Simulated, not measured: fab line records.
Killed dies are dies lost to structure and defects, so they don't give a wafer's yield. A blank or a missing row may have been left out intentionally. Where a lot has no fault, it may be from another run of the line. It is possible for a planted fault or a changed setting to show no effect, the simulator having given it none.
Which tool was responsible? -- flow nand harc -- Sampling: 6 lots, 18 wafers, 2 of 1159 route steps

== WHAT THE GAUGES READ, wafer by wafer ==
NHARC_A_BONDPAD_OVL_MEAS_35.
lot,measured,on,overlay x nm (nm)
L282,day 18 01:28,overlay-01,-4 -5 -4
L280,day 18 11:15,overlay-02,10 11 10
L286,day 19 20:20,overlay-01,1 1 1
L293,day 22 11:26,overlay-01,2 2 2
L300,day 23 02:21,overlay-01,9 9 9
L301,day 23 14:16,overlay-01,-5 -5 -5

== WHAT TOOL EACH LOT RAN ON (gives the tool, then ch and the chambers of the sampled wafers, and finally the start) ==
lot,NHARC_A_ONON_D1_DEP_19
L282,"pecvd onon-02 ch 0, day 8 14:36"
L280,"pecvd onon-03 ch 0, day 8 14:55"
L286,"pecvd onon-02 ch 0, day 10 04:25"
L293,"pecvd onon-03 ch 0, day 12 04:22"
L300,"pecvd onon-03 ch 0, day 13 02:02"
L301,"pecvd onon-03 ch 0, day 13 08:55"
- NHARC_A_ONON_D1_DEP_19: target thk 1000 nm.

== THE ANSWER, worked out from the rows above alone ==
Rule: the lots themselves supply what counts as usual. Put in order of their means at a reading, lots are off if they are a third of the lots or fewer, leave a main group of 4 or more, and stand apart from it by a gap of 3 or more times the standard deviation of the main group's means; of several such gaps the widest counts. The tables above print the reading to a certain number of digits; a main group whose means all agree to those digits is not used. Also off: a lot with no number at a reading for which 4 or more lots have one. Where the step has rows for the other lots, those lots are counted as sound.
None of the lots is off at any reading shown; this tells nothing.

== WHAT THE SIMULATOR HAD INSERTED ==
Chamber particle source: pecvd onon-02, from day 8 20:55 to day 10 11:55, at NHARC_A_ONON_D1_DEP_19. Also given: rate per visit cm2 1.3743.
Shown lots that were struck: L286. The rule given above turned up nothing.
